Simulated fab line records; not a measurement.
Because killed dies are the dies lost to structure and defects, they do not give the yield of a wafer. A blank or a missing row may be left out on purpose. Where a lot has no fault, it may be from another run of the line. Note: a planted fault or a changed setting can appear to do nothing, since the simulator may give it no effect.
fab line records ; flow n5Finfet
[record] lots = 3; wafers = 9; lastDay = 15
route steps=1938 shown BEOL_M4@1099 BEOL_M5@1112 BEOL_M11@1578 BEOL_M15@1830 PASSIVATION@1936
lots untouched by any fault: they come from a run of this same line in which no faults occurred
startH: start of the lot's first displayed wafer, in hours after the record's first day ; waitH: hours since the lot's step before ; " identical to the entry in the row above ; L1.1+2: a single row standing in for several wafers ; - no value, or no start was given ; * or withheld: withheld ; < > ~ a bound
route shown NAME@n: NAME is a module with steps in the file, n the number in the route of the first one ; usual: mean/standard deviation taken from wafers without a fault ; same: alike in all rows ; chamber/n: place in a boat ; sites: per-site readings ; _std_site: standard deviation of those values ; _edge_site: outer sites' mean less inner sites' ; radiusMm: how far each site lies from the wafer's centre ; mask NAME#n: copy n ; behind: the most recent tool/chamber to have shaped the wafer ; hold: the reason the lot was held/the length of the hold in hours/how it ended ; device: the n, p or np transistor that did not switch ; end of line: at the end of the route, the tests of the same wafers ; for a step that has no rows: nothing shown but its recipe ; killed: dies lost to structure and defects at the first sort, not the wafer's yield ; map: shows each die of a wafer: x if killed, . if not, _ if none is there
set.NAME: setting as actually run; set.NAME@STEP: the setting as run at that earlier step ; model.NAME: the simulator's own value behind a step, which no gauge read
certain route steps with their lots: each step a table, each wafer a row
services: the hour from which a tool's chamber was out of use, counted from the record's first day as startH (under 0 if before that day), plus the number of hours and why
[[steps]]
[step N5_BEOL_M4_ANNEAL_95]
[recipe] tempC = 400; timeS = 240; ambient = vacuum
[step N5_BEOL_M4_SPUTTER_96]
[recipe] material = Cu; targetThkA = 45; tempC = -20; chamberPressurePa = 0.07; powerW = withheld; timeS = 8.29
[step N5_BEOL_M4_ECD_50]
[recipe] material = Cu; targetThkA = 3000
[step N5_BEOL_M4_ANNEAL_51]
[recipe] tempC = 225; timeS = 90; ambient = N2
[step N5_BEOL_M4_CMP_52]
[recipe] stopOn = SiOC; tOverpolishS = 6.8; downForcePsi = 1; platenRpm = 50; clearingPlatenDownForcePsi = 1.5; clearingPlatenRpm = 50; postCmpClean = cuAlkaline; targetThkNm = 40; clearingPlatenPadVelocityMS = 0.99484; padVelocityMS = 0.99484
[step N5_BEOL_M4_PRE_CLEAN_60]
[recipe] gas = NH3/H2; timeS = 15; tempC = *; rfPowerW = 300
[step N5_BEOL_M4_CO_CAP_55]
[recipe] material = Co; targetThkA = 20; tempC = 200; precursor = CCTBA/H2; pressureTorr = 30; timeS = 102.1
[step N5_BEOL_M4_PRE_CLEAN_56]
[recipe] gas = NH3; timeS = 15; tempC = withheld; rfPowerW = 300
[step N5_BEOL_M4_DEP_57]
[recipe] material = SiCN; targetThkA = 80; tempC = withheld; precursor = 3MS/NH3; pressureTorr = 3; rfW = 202; timeS = 14
[step N5_BEOL_M4_RC_MEAS_101]
[usual] DIBL_N = 36.3/1.6; DIBL_P = 36.2/2.1; IOFF_N = 0.16/0.031; IOFF_P = 0.21/0.034; ION_N = 673/11; ION_P = 461/7.4; SS_N = 71.6/0.55; SS_P = 73.3/0.66; VT_N = 251/3.2; VT_P = -251/3.5
lot.wafer;tool;chamber;startH;waitH;DIBL_N[mV/V];DIBL_P[mV/V];IOFF_N[nA/um];IOFF_P[nA/um];ION_N[uA/um];ION_P[uA/um];SS_N[mV/dec];SS_P[mV/dec];VT_N[mV];VT_P[mV]
L848.1;prober-02;0;206.20;0.0;38.0;39.6;0.20;0.23;687;461;71.5;73.9;247;-251
L848.2;prober-02;0;206.20;0.0;36.3;38.3;0.17;0.24;668;460;70.5;74.1;248;-249
L848.3;prober-02;0;206.20;0.0;37.4;38.0;0.17;0.20;655;450;71.7;73.1;252;-256
L851.3;prober-02;0;229.59;0.3;35.2;37.4;0.15;0.21;655;455;71.7;74.1;251;-249
L851.5;prober-02;0;229.59;0.3;36.3;39.1;0.18;0.24;687;471;71.4;73.8;248;-248
L851.6;prober-02;0;229.59;0.3;35.2;37.2;0.15;0.19;667;457;71.0;73.1;248;-251
L854.2;prober-02;0;256.81;0.2;38.6;38.5;0.20;0.26;680;465;71.7;73.7;249;-247
L854.3;prober-02;0;256.81;0.2;35.4;35.7;0.14;0.21;662;463;71.0;73.4;252;-246
L854.5;prober-02;0;256.81;0.2;36.4;35.7;0.15;0.20;660;453;71.6;72.9;249;-250
[step N5_BEOL_M5_ILD_DEP_00]
[recipe] material = SiCOH_lowk; targetThkA = 1406.4; tempC = 300; precursor = DEMS/porogen; pressureTorr = 5; rfW = 500; timeS = 25.9
[step N5_BEOL_M5_CURE_79]
[recipe] tempC = 385; timeS = 240; ambient = He/Ar; material = SiCOH_lowk
[step N5_BEOL_M5_PECVD_70]
[recipe] material = SiO2; targetThkA = 160; tempC = 400; precursor = TEOS/O2; pressureTorr = 5.5; rfW = 450; teosFlowSccm = 53.8; gas = O2; flowSccm = 3000; timeS = 18
[step N5_BEOL_M5_HM_DEP_02]
[recipe] material = TiN; targetThkA = 200; tempC = 25; chamberPressurePa = 0.49996
[step N5_BEOL_M5_COAT_59]
[recipe] resist = SOC; tempC = 250; timeS = 60; spinRpm = 1500; resistThkNm = 60
[step N5_BEOL_M5_COAT_60]
[recipe] resist = SiARC; tempC = 220; timeS = 60; spinRpm = 1500; resistThkNm = 12
[step N5_BEOL_M5_COAT_71]
[recipe] resist = underlayer; tempC = 205; timeS = 60; spinRpm = 1500; resistThkNm = 5
[step N5_BEOL_M5_COAT_05]
[recipe] resist = CAR-EUV; spinRpm = 1500; resistThkNm = 30
[step N5_BEOL_M5_EBR_07]
[recipe] solvent = PGMEA; ebrWidthMm = 1.5
[step N5_BEOL_M5_SOFTBAKE_06]
[recipe] tempC = 110; timeS = 60; resist = CAR-EUV
[step N5_BEOL_M5_EXPOSE_08]
[recipe] maskId = M5; na = 0.33; sourceShape = annular; sigmaInner = 0.4; sigmaOuter = 0.8; polarization = unpolarized; targetCdNm = 28; doseMj = 35.75
[step N5_BEOL_M5_PEB_09]
[recipe] pebTempC = 100; pebTimeS = 60; resist = CAR-EUV
[step N5_BEOL_M5_DEVELOP_10]
[recipe] developTimeS = 30; developer = TMAH; resist = CAR-EUV; rinseLiquid = surfactantRinse; dry = airSpin; devTempC = 23
[step N5_BEOL_M5_DESCUM_16]
[recipe] chemistry = O2; timeS = 7; sourcePowerW = 50; biasPowerW = 20; pressureMtorr = 20; rfFrequencyHz = 2.712e+07; tempC = 40; resist = CAR-EUV; o2FlowSccm = 225
[step N5_BEOL_M5_ETCH_72]
[recipe] chemistry = N2/H2; target = underlayer; targetDepthA = 65; maskMaterial = CAR-EUV; timeS = 5.2; ionEnergyEv = 200; pressureMtorr = 30; sourceW = 840; biasW = 150; n2FlowSccm = 200; h2FlowSccm = 200; ends = cleared
[step N5_BEOL_M5_ETCH_61]
[recipe] chemistry = CF4; target = SiARC; targetDepthA = 156; maskMaterial = CAR-EUV; timeS = 26; ionEnergyEv = 80; pressureMtorr = 40; sourceW = 545; biasW = 36; Ar_flow_sccm = 100; cf4FlowSccm = 100; ends = cleared
[step N5_BEOL_M5_ETCH_62]
[recipe] chemistry = N2/H2; target = SOC; targetDepthA = 750; overetchA = 150; maskMaterial = SiARC; tempC = 40; timeS = 112.5; ionEnergyEv = 200; pressureMtorr = 30; sourceW = 840; biasW = 150; n2FlowSccm = 200; h2FlowSccm = 200
[step N5_BEOL_M5_STRIP_63]
[recipe] chemistry = N2/H2; tempC = 40; n2FlowSccm = 200; h2FlowSccm = 200; rfFrequencyHz = 6e+07
[step N5_BEOL_M5_STRIP_73]
[recipe] chemistry = N2/H2; tempC = 40; n2FlowSccm = 200; h2FlowSccm = 200; rfFrequencyHz = 6e+07
[step N5_BEOL_M5_STRIP_64]
[recipe] chemistry = CF4; resist = SiARC; powerW = 300; biasPowerW = 75; pressureMtorr = 50; cf4FlowSccm = 150; rfFrequencyHz = 6e+07
[step N5_BEOL_M5_HM_OPEN_17]
[recipe] chemistry = Cl2/BCl3; targetDepthA = 200; overetchA = 60; target = TiN; maskMaterial = SOC; ionEnergyEv = 150; pressureMtorr = 10; icpW = 1000; biasW = 126; Cl2_flow_sccm = 53.25; bcl3FlowSccm = 21.75; Ar_flow_sccm = 25
[step N5_BEOL_M5_STRIP_19]
[recipe] chemistry = O2; powerW = 400; tempC = 40; pressureMtorr = 30; rfFrequencyHz = 6e+07; biasPowerW = 0; overashFraction = 0.2; o2FlowSccm = 225
[step N5_BEOL_M5_COAT_65]
[recipe] resist = SOC; tempC = 250; timeS = 60; spinRpm = 1500; resistThkNm = 60
[step N5_BEOL_M5_COAT_66]
[recipe] resist = SiARC; tempC = 220; timeS = 60; spinRpm = 1500; resistThkNm = 12
[step N5_BEOL_M11_TRENCH_ETCH_37]
[recipe] chemistry = C4F6/O2; targetDepthA = 1488.3; target = SiCOH_lowk; timeS = 48; ionEnergyEv = 250; pressureMtorr = 30; sourceW = 345; biasW = 185; Ar_flow_sccm = 300; C4F6_flow_sccm = 10; O2_flow_sccm = 10
[usual] chamberPressureMTorr = 30.000/0.029; drypumpMotorCurrentA = 5.7/0.57; mfcArSccm = 300.3/0.83; oes_ar_750_au = 0.80/0.084; oesProductAu = 0.79/0.089; rfVppV = 661/14; showerheadPlenumPTorr = 2.83/0.11; throttleValvePct = 20.81/0.25
lot.wafer;tool;chamber;startH;waitH;chamberPressureMTorr;drypumpMotorCurrentA;mfcArSccm;oes_ar_750_au;oesProductAu;rfHoursCounterH;rfVppV;showerheadPlenumPTorr;throttleValvePct;model.etch.depthNm;model.BEOL_M11.featureDepthNm;model.TiN_of_BEOL_M11_HM_DEP_02.thkNm
L848.1;rieDiel-01;0;265.05;-;29.975;4.9;300.0;0.84;0.83;87;641;2.86;20.94;148.3;148.2;16
L848.2;rieDiel-01;2;265.05;-;29.962;5.0;300.4;0.98;0.98;5;674;2.79;21.00;150.3;150.2;16.2
L848.3;rieDiel-01;3;265.05;-;30.002;5.3;301.3;0.70;0.68;229;650;2.71;20.98;145.5;145.6;16.2
L851.3;rieDiel-01;1;285.26;-;30.005;5.8;299.6;0.83;0.65;76;675;2.88;20.93;100.3;100.4;17.6
L851.5;rieDiel-01;3;285.26;-;29.940;5.3;299.7;0.69;0.67;-;651;2.71;21.00;144.5;144.4;16.2
L851.6;rieDiel-01;2;285.26;-;29.996;5.0;300.0;0.95;0.75;-;670;2.78;20.94;98.98;99;17.4
L854.2;rieDiel-03;3;308.66;-;29.984;5.4;301.1;0.91;0.92;13;645;2.91;20.54;148.9;148.8;16
L854.3;rieDiel-03;2;308.66;-;29.957;5.1;299.8;0.73;0.72;200;658;2.73;20.99;147.6;147.6;16.2
L854.5;rieDiel-03;1;308.66;-;30.009;6.1;299.7;0.82;0.82;-;667;2.75;20.74;146.5;146.6;16.2
[step N5_BEOL_M11_OCD_MEAS_38]
[usual] trenchDepthNm = 148.1/2.5
lot.wafer;tool;chamber;startH;waitH;trenchDepthNm
L848.1;ocd-02;-;265.23;-;148.2
L848.2;ocd-02;-;265.23;-;150.3
L848.3;ocd-02;-;265.23;-;145.5
L851.3;ocd-01;-;285.44;-;99.8
L851.5;ocd-01;-;285.44;-;144.8
L851.6;ocd-01;-;285.44;-;98.5
L854.2;ocd-02;-;308.85;-;148.9
L854.3;ocd-02;-;308.85;-;147.7
L854.5;ocd-02;-;308.85;-;146.9
[step N5_BEOL_M11_CMP_52]
[recipe] stopOn = SiCOH_lowk; tOverpolishS = 7; downForcePsi = 1; platenRpm = 50; clearingPlatenDownForcePsi = 1.5; clearingPlatenRpm = 50; postCmpClean = cuAlkaline; targetThkNm = 140; clearingPlatenPadVelocityMS = 0.99484; padVelocityMS = 0.99484
[usual] motorCurrentA = 5.8/0.62
lot.wafer;tool;chamber;startH;waitH;motorCurrentA;model.Cu_of_BEOL_M11_ECD_50.thkNm
L848.3;cmp-02;1;267.55;0.2;5.3;137.2
L848.2;cmp-02;2;267.55;0.2;5.7;141.4
L848.1;cmp-02;3;267.55;0.2;6.4;140.8
L851.3;cmp-02;0;288.84;0.2;6.1;92.8
L851.6;cmp-02;2;288.84;0.2;5.6;90.2
L851.5;cmp-02;3;288.84;0.2;6.3;137
L854.2;cmp-03;0;311.07;0.3;5.1;140.4
L854.3;cmp-03;1;311.07;0.3;5.6;138.6
L854.5;cmp-03;0;311.07;0.3;5.4;138.8
[step N5_BEOL_M11_THK_MEAS_53]
[recipe] thkMeasGauge = xrf; reads = Cu_of_BEOL_M11_ECD_50
[usual] M11_THK = 140.7/2.7
lot.wafer;tool;chamber;startH;waitH;M11_THK[nm]
L848.1;filmMetro-01;-;267.81;-;143.1
L848.2;filmMetro-01;-;267.81;-;143.6
L848.3;filmMetro-01;-;267.81;-;138.6
L851.3;filmMetro-01;-;289.06;-;94.1
L851.5;filmMetro-01;-;289.06;-;138.4
L851.6;filmMetro-01;-;289.06;-;91.4
L854.2;filmMetro-02;-;311.33;-;142.0
L854.3;filmMetro-02;-;311.33;-;141.1
L854.5;filmMetro-02;-;311.33;-;140.5
[step N5_BEOL_M11_RS_MEAS_57]
[recipe] thkMeasGauge = four-point-probe; reads = Cu_of_BEOL_M11_ECD_50+Co_of_BEOL_M11_CVD_75+TaN_of_BEOL_M11_ALD_74
[usual] M11_RS = 0.152/0.0031
lot.wafer;tool;chamber;startH;waitH;M11_RS[ohm/sq]
L848.1;filmMetro-02;-;267.94;0.0;0.150
L848.2;filmMetro-02;-;267.94;0.0;0.150
L848.3;filmMetro-02;-;267.94;0.0;0.155
L851.3;filmMetro-02;-;289.19;0.0;0.240
L851.5;filmMetro-02;-;289.19;0.0;0.155
L851.6;filmMetro-02;-;289.19;0.0;0.248
L854.2;filmMetro-01;-;311.46;0.0;0.150
L854.3;filmMetro-01;-;311.46;0.0;0.153
L854.5;filmMetro-01;-;311.46;0.0;0.153
[step N5_BEOL_M15_RC_MEAS_101]
[usual] COMB_M10 = 1.5e-11/3e-12; COMB_M12 = 6.2e-12/1.4e-12; COMB_M13 = 4.7e-12/1.1e-12; COMB_M14 = 3.2e-12/7.4e-13; COMB_M14_max_site = 4.7e-12/1.2e-12; COMB_M15 = 2.4e-12/6.3e-13; COMB_M5 = 3.6e-11/7.6e-12; COMB_M6 = 2.5e-11/5e-12; COMB_M6_max_site = 3.6e-11/7.9e-12; COMB_M7 = 2.5e-11/5.4e-12; COMB_M8 = 2.5e-11/5.3e-12; COMB_M9 = 1.44e-11/2.8e-12; SERP_M10 = 3.05/0.11; SERP_M11 = 3.08/0.082; SERP_M11_max_site = 3.18/0.098; SERP_M12 = 0.621/0.017; SERP_M12_max_site = 0.633/0.018; SERP_M13 = 0.309/0.0048; SERP_M14 = 0.158/0.0059; SERP_M5 = 38.4/1.6; SERP_M6 = 13.8/0.65; SERP_M6_max_site = 14.3/0.7; SERP_M7 = 13.6/0.56; SERP_M8 = 14.0/0.61; SERP_M9 = 3.10/0.087
lot.wafer;tool;chamber;startH;waitH;COMB_M10[S/m];COMB_M12[S/m];COMB_M13[S/m];COMB_M14[S/m];COMB_M14_max_site[S/m];COMB_M15[S/m];COMB_M5[S/m];COMB_M6[S/m];COMB_M6_max_site[S/m];COMB_M7[S/m];COMB_M8[S/m];COMB_M9[S/m];SERP_M10[ohm/um];SERP_M11[ohm/um];SERP_M11_max_site[ohm/um];SERP_M12[ohm/um];SERP_M12_max_site[ohm/um];SERP_M13[ohm/um];SERP_M14[ohm/um];SERP_M5[ohm/um];SERP_M6[ohm/um];SERP_M6_max_site[ohm/um];SERP_M7[ohm/um];SERP_M8[ohm/um];SERP_M9[ohm/um]
L848.1;prober-02;0;287.82;0.0;1.8e-11;5.3e-12;4.6e-12;3.3e-12;3.5e-12;2.2e-12;3.5e-11;2.7e-11;4.5e-11;2.7e-11;2.2e-11;1.68e-11;2.84;3.13;3.27;0.641;0.658;0.304;0.160;37.7;14.8;15.0;13.9;13.4;3.12
L848.2;prober-02;0;287.82;0.0;1e-11;6.1e-12;4.6e-12;3.5e-12;6.8e-12;2e-12;3.7e-11;2.5e-11;4e-11;2.5e-11;2e-11;1.69e-11;2.96;3.02;3.16;0.622;0.629;0.307;0.165;36.5;15.1;16.2;13.3;13.5;3.12
L848.3;prober-02;0;287.82;0.0;1.8e-11;7.2e-12;5.4e-12;3.3e-12;4e-12;2.3e-12;3.6e-11;2.8e-11;4.4e-11;4.7e-11;2.9e-11;2.19e-11;3.04;3.13;3.34;0.614;0.628;0.308;0.158;40.7;15.0;15.7;13.7;13.3;3.12
L851.3;prober-02;0;312.17;1.6;1.2e-11;7.7e-12;4e-12;3.7e-12;5.3e-12;2.4e-12;2.8e-11;1.7e-11;2.8e-11;2e-11;2.3e-11;1.39e-11;3.01;4.72;4.84;0.598;0.610;0.316;0.157;36.6;12.9;13.5;13.6;14.1;3.11
L851.5;prober-02;0;312.17;1.6;2.1e-11;4.6e-12;5.3e-12;2.7e-12;4.5e-12;2e-12;2.7e-11;2.8e-11;4.1e-11;2.5e-11;2.2e-11;1.39e-11;2.91;3.15;3.34;0.619;0.624;0.318;0.157;38.5;13.1;13.5;12.7;12.9;3.10
L851.6;prober-02;0;312.17;1.6;2.2e-11;7.9e-12;3.9e-12;2.6e-12;3.5e-12;1.3e-12;3.4e-11;1.7e-11;2.5e-11;2.3e-11;2.9e-11;1.17e-11;3.08;4.99;5.21;0.586;0.595;0.302;0.163;37.0;13.1;14.1;13.4;14.1;2.95
L854.2;prober-01;0;336.12;0.2;1.4e-11;6.2e-12;4.6e-12;4.1e-12;6e-12;3e-12;4.4e-11;2.7e-11;3.4e-11;2.6e-11;2.2e-11;7.2e-12;3.18;3.01;3.14;0.630;0.636;0.308;0.156;38.3;13.8;14.4;12.6;13.0;3.14
L854.3;prober-01;0;336.12;0.2;1.6e-11;6.7e-12;5.1e-12;3.1e-12;4.1e-12;4e-12;4.9e-11;2.4e-11;6.1e-11;2.6e-11;1.9e-11;1.57e-11;3.02;3.03;3.08;0.613;0.621;0.307;0.154;36.7;14.7;15.5;13.4;13.5;3.03
L854.5;prober-01;0;336.12;0.2;1.3e-11;5.3e-12;4.8e-12;4.4e-12;5.9e-12;3.3e-12;4.3e-11;2.4e-11;3.8e-11;2.3e-11;2e-11;1.17e-11;3.13;3.01;3.04;0.611;0.629;0.306;0.153;35.7;14.5;15.0;13.7;13.7;3.08
// sites SERP_M11 radiusMm=0,75,75,75,75,140,140,140,140
L848.1 3.03 3.13 3.05 3.11 3.14 3.27 3.10 3.14 3.27
L851.3 4.65 4.75 4.84 4.72 4.82 4.53 4.72 4.52 4.75
L854.2 3.14 3.02 3.07 3.01 3.03 2.81 2.91 2.88 2.89
[step N5_PASSIVATION_PROBE_49]
[usual] defectLimitedYield = 91.5/1.5; killed_at_M0_to_M3 = 32/9.4; killed_at_M4_up = 12/5.1; killedAtContacts = 11/7.4; killedAtFrontEnd = 41/11; killedAtOther = 3.4/2.5; killedDies = 100/17; killedOpen = 65/14; killedShort = 33/7; sort_bin_5_function = 4.9/0.96; sort_bin_6_memory = 3.1/0.7; sort_bin_8_speed = 0.00/0.01; sortNPass = 1080/17
[same] grossDies = 1180; killedAtBackSide = 0; sort_bin_4_leakage[%] = 0
lot.wafer;tool;chamber;startH;waitH;defectLimitedYield[%];killed_at_M0_to_M3;killed_at_M4_up;killedAtContacts;killedAtFrontEnd;killedAtOther;killedDies;killedOpen;killedShort;sort_bin_5_function[%];sort_bin_6_memory[%];sort_bin_8_speed[%];sortNPass
L848.1;prober-02;-;300.69;0.0;93.6;26;4;7;39;0;76;51;23;4.1;2.0;0;1104
L848.2;prober-02;-;300.74;0.1;93.0;18;12;22;28;3;83;49;34;4.0;2.6;0;1097
L848.3;prober-02;-;300.79;0.1;92.8;27;9;11;36;2;85;54;28;4.2;2.8;0;1095
L851.3;prober-01;-;327.55;0.1;91.2;36;21;11;31;5;104;67;33;4.7;3.6;0.34;1076
L851.5;prober-01;-;327.65;0.2;91.9;32;14;2;45;3;96;64;30;4.6;3.0;0;1084
L851.6;prober-01;-;327.70;0.3;87.7;34;20;19;65;7;145;90;44;6.8;4.3;0.76;1035
L854.2;prober-02;-;349.87;0.1;92.1;28;3;11;47;4;93;53;39;5.3;2.5;0;1087
L854.3;prober-02;-;349.92;0.1;91.4;43;7;8;43;1;102;58;43;5.0;3.5;0;1078
L854.5;prober-02;-;350.02;0.2;91.9;36;9;19;30;2;96;67;28;5.0;3.1;0;1084
// killed by level:class
L848.1 DUMMY_GATE:geometricParticle:open=14 BEOL_M2:geometricParticle:open=8 FIN_SAQP:geometricParticle:short=6 MOL_CONTACT_COAG:geometricParticle:open=5 BEOL_M0_SAQP:geometricParticle:open=4 BEOL_M1:geometricParticle:open=4 BEOL_M3:geometricParticle:open=4 STI_FIN_REVEAL:geometricParticle:open=3
L848.2 MOL_CONTACT_COAG:geometricParticle:open=18 GATE_CUT:geometricParticle:short=9 BEOL_M0_SAQP:geometricParticle:short=6 MOL_CONTACT_COAG:geometricParticle:short=4 BEOL_M7:geometricParticle:open=4 STARTING-WAFER:geometricParticle:short=4 STI_FIN_REVEAL:geometricParticle:open=3 STARTING-WAFER:geometricParticle:open=3
L848.3 MOL_CONTACT_COAG:geometricParticle:open=11 BEOL_M0_SAQP:geometricParticle:open=8 FIN_SAQP:geometricParticle:open=6 STARTING-WAFER:geometricParticle:short=6 BEOL_M0_SAQP:geometricParticle:short=5 BEOL_M1:geometricParticle:open=4 BEOL_M3:geometricParticle:open=4 DUMMY_GATE:geometricParticle:short=3
L851.3 MOL_CONTACT_COAG:geometricParticle:open=10 BEOL_M3:geometricParticle:open=10 BEOL_M0_SAQP:geometricParticle:open=8 BEOL_M2:geometricParticle:open=6 BEOL_M1:geometricParticle:short=6 BEOL_M4:geometricParticle:open=6 FIN_SAQP:geometricParticle:open=5 STI_FIN_REVEAL:geometricParticle:short=4
L851.5 BEOL_M4:geometricParticle:open=11 STI_FIN_REVEAL:geometricParticle:open=10 FIN_SAQP:geometricParticle:short=9 BEOL_M0_SAQP:geometricParticle:open=8 BEOL_M3:geometricParticle:open=8 BEOL_M2:geometricParticle:open=7 FIN_SAQP:geometricParticle:open=5 GATE_CUT:geometricParticle:short=4
L851.6 FIN_SAQP:geometricParticle:open=16 MOL_CONTACT_COAG:geometricParticle:open=16 STI_FIN_REVEAL:geometricParticle:open=15 FIN_SAQP:geometricParticle:short=12 BEOL_M2:geometricParticle:open=9 BEOL_M11:areaEcd=9 BEOL_M3:geometricParticle:open=6 BEOL_M1:geometricParticle:short=5
L854.2 FIN_SAQP:geometricParticle:open=10 FIN_SAQP:geometricParticle:short=9 MOL_CONTACT_COAG:geometricParticle:open=9 DUMMY_GATE:geometricParticle:open=7 BEOL_M2:geometricParticle:open=5 BEOL_M2:geometricParticle:short=5 BEOL_M0_SAQP:geometricParticle:short=4 GATE_CUT:geometricParticle:short=3
L854.3 FIN_SAQP:geometricParticle:short=11 DUMMY_GATE:geometricParticle:open=10 FIN_SAQP:geometricParticle:open=9 BEOL_M1:geometricParticle:open=8 MOL_CONTACT_COAG:geometricParticle:open=6 BEOL_M2:geometricParticle:open=6 STARTING-WAFER:geometricParticle:short=6 BEOL_M1:geometricParticle:short=5
L854.5 MOL_CONTACT_COAG:geometricParticle:open=18 BEOL_M1:geometricParticle:open=13 DUMMY_GATE:geometricParticle:open=8 FIN_SAQP:geometricParticle:open=6 BEOL_M1:geometricParticle:short=6 BEOL_M2:geometricParticle:open=4 BEOL_M3:geometricParticle:open=4 FIN_SAQP:geometricParticle:short=3
// map L851.6 (x killed, . not)
_________________....x.......________________
______________.xx..............x_____________
___________...........x....x..x.x..__________
__________....x....x.......x......x._________
________....x......x............x..x.._______
_______....................x.....x.....______
______..x................x....x........._____
_____.xx.x...............................____
____x..................x........xx..x.....___
___................x.x.....xx......x.......__
___....xxx.x.......................x.......__
__x......xx..x..x..........................._
__....x....x......x........................._
_............x...x...................x...x..x
_x.x..........x.......x.....x.......x..x.....
_.............x................x.......x.....
_x...xx...x.x............x............x......
_............x.x.............x......xxxxx....
_x....x..x......x.........x.x...............x
_.................x.........x................
_...x..............x.....x...................
__..xx...xx....x....................x....x.._
__.................................x........_
___....x..x..................xx............__
___.x...x.......................x..........__
____......x...xx...x......x...x.......x...___
_____......x......xxx...x......x.........____
______....x.x...x.......xx...x.....x.x.._____
_______.x..x.....xx..............x.....______
________...............xx............x_______
__________....x.....x..........xx.x._________
___________...........x.x..........__________
______________.x.....x........xx_____________
_________________....x.......________________
// map L848.3 (x killed, . not)
_________________....x.x.....________________
______________.................._____________
___________....x....x..............__________
__________..............x.........xx_________
________.........x..........x...x....._______
_______....................x.......x...______
______...........x....................x._____
_____.................x.......x.......x..____
____............x.x............x..x.......___
___...x.............x..x.............x.....__
___........................................__
__.............x...x........................_
__............x............................._
_...x........................x...xx..........
_..................x.............x...........
_....x...x.x..xx.............................
_....x.......x.................x.............
_.........x.........................x.x.....x
_.........................xx..........x..x..x
_............................................
_.......................................x....
__....x...........................x.x...x..._
__................................xx..x..x.._
___....x..................x..xx............__
___...x..............................x.....__
____......................................___
_____..x..xx...x........x................____
______.....................x.x.........._____
_______.......x..x.......x.............______
________.........xx..................._______
__________....x.x.......x....x......_________
___________....................x...__________
______________....x............._____________
_________________...........x________________
[[services]]
tool;chamber;startH;hours;kind
rieDiel-03;3;245.09;-;clean
rieDiel-03;3;245.09;-;consumableReplace:focusRing
rieDiel-03;3;245.09;17.9;scheduledDown
rieDiel-03;3;245.09;17.9;ventCycle
cmp-03;-;247.22;0.9;repair
rieDiel-03;3;266.40;4.3;repair
rieDiel-03;0;289.36;5.6;repair
[[key]]
[firstSign] step = N5_BEOL_M11_OCD_MEAS_38; reading = trenchDepthNm; direction = down; sigmas = 20; usual = 148.1; struck = 99.2
[effect] step = N5_BEOL_M11_THK_MEAS_53; reading = M11_THK; direction = down; sigmas = 18; usual = 140.7; struck = 92.7
[effect] step = N5_BEOL_M11_RS_MEAS_57; reading = M11_RS; direction = up; sigmas = 29; usual = 0.152; struck = 0.244
[effect] step = N5_BEOL_M15_RC_MEAS_101; reading = SERP_M11; direction = up; sigmas = 21; usual = 3.08; struck = 4.85
[effect] step = N5_PASSIVATION_PROBE_49; reading = sort_bin_8_speed; direction = up; sigmas = 6.5; usual = 0.00; struck = 0.55
[modelEffect] step = N5_BEOL_M11_TRENCH_ETCH_37; value = etch.depthNm; without = 150.6; struck = 99.66
[modelEffect] step = N5_BEOL_M11_CMP_52; value = Cu_of_BEOL_M11_ECD_50.thkNm; without = 142.5; struck = 91.5
metAt N5_BEOL_M11_TRENCH_ETCH_37
struckWafers L851.3,L851.6
onsetBetween 265.05 285.26
[fault] kind = processParameterDrift; tool = rieDiel-01; chamber = -; onsetH = 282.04; steps = N5_BEOL_M11_TRENCH_ETCH_37; channel = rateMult; offset = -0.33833; shape = step; endH = 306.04; scope = struckWafersOnly
